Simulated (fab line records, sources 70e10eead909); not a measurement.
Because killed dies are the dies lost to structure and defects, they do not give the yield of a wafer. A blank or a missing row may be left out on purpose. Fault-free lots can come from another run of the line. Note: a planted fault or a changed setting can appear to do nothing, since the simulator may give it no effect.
A single fault, viewed from 3 desks ; flow nand_harc ; each desk holds nothing but its own numbers, with what lay behind them at the end

## FROM THE METROLOGY DESK
What the gauges read for every lot (on any tool): the sampled wafers with a number, averaged. The brackets show how far a lot's mean lies from the usual mean; more than 4 standard deviations puts the lot out of limits, marked OUT.
Columns: A = cd_nm at NHARC_P_ZERO_WELL_CD_MEAS_11, usual 500 nm; B = cd_nm at NHARC_P_ZERO_WELL_CD_MEAS_37, usual 720.4 nm
lot;first seen here;A;B
L776;day 2 07:14;501;720.6
L777;day 2 17:08;498;719.5
L778;day 3 03:07;498;721.4
L780;day 3 23:07;501;719.2
L781;day 4 09:14;498;720.1
L782;day 4 19:07;502;718.5
L786;day 6 11:07;499;720.7
L787;day 6 21:07;499;719.2
L793;day 9 09:16;500;720.1
L794;day 9 19:14;502;721.6
L795;day 10 05:17;495;721.7
L798;day 11 11:07;501;719.7
Finding of this desk: none of the 12 lots has anything out of limits.

## THE DEFECT DESK
For each lot, the counts of the inspections along the route, averaged over the sampled wafers that have a number. The brackets show how far a lot's mean lies from the usual mean; more than 4 standard deviations puts the lot out of limits, marked OUT.
Columns: A = raw_defect_count at NHARC_P_STI_INSPECT_11, usual 6
lot;first seen here;A
L776;day 3 08:09;7
L777;day 3 15:19;3
L778;day 4 03:52;5
L780;day 4 23:13;5
L781;day 5 08:08;5
L782;day 5 17:58;7
L786;day 7 11:47;4
L787;day 7 21:11;8
L793;day 10 09:13;29 (+6.9) OUT
L794;day 10 21:13;20 (+4.3) OUT
L795;day 11 05:40;18
L798;day 12 09:38;7
This desk's verdict: out of limits on L793, L794, starting with L793 at day 10 09:13 (raw_defect_count at NHARC_P_STI_INSPECT_11). L776, L777, L778, L780, L781, L782, L786, L787, L795, L798 stayed within limits.

## AT THE TOOL OWNER'S DESK: lpcvd-01
The tool's own readings at NHARC_P_STI_HM_DEP_30 (deposits Si3N4, target thk 80 nm, time 873 s): means of the sampled wafers that have a number, for each lot that ran on this tool. The brackets show how far a lot's mean lies from the usual mean; more than 4 standard deviations puts the lot out of limits, marked OUT.
Columns: A = pressure_mtorr at NHARC_P_STI_HM_DEP_30, usual 299.9 mTorr; B = spike_tc_lower_C at NHARC_P_STI_HM_DEP_30, usual 789.8 C; C = spike_tc_top_C at NHARC_P_STI_HM_DEP_30, usual 804.4 C
lot;first seen here;A;B;C
L776;day 3 04:00;300.9;789.5;803.0
L777;day 3 11:09;300.1;788.7;804.2
L781;day 5 03:55;299.3;790.2;804.0
L782;day 5 13:49;299.8;789.7;805.3
L786;day 7 07:34;300.1;790.8;805.2
L787;day 7 17:02;300.6;789.4;803.9
L793;day 10 05:12;300.3;787.8;803.3
L794;day 10 16:55;300.4;788.9;803.1
L795;day 11 01:36;300.4;789.4;802.9
Finding of this desk: none of the 9 lots has anything out of limits.

## PUT TOGETHER
The defect desk could have raised an alarm at day 10 09:13, on L793, L794.
From the metrology desk's view, nothing was out of limits.
The tool owner's desk saw nothing out of limits.
The metrology desk holds a record of L793, L794, inside its limits.
On record at the tool owner's desk: L793, L794, within its limits.
Every lot named ran NHARC_P_STI_HM_DEP_30 on lpcvd-01.

## WHAT WAS PUT IN BY THE SIMULATOR
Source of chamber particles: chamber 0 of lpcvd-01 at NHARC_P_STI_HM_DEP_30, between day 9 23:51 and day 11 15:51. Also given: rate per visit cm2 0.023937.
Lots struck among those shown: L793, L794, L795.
Hours from the fault's start to each desk's first reading out of limits: the defect desk, 9.
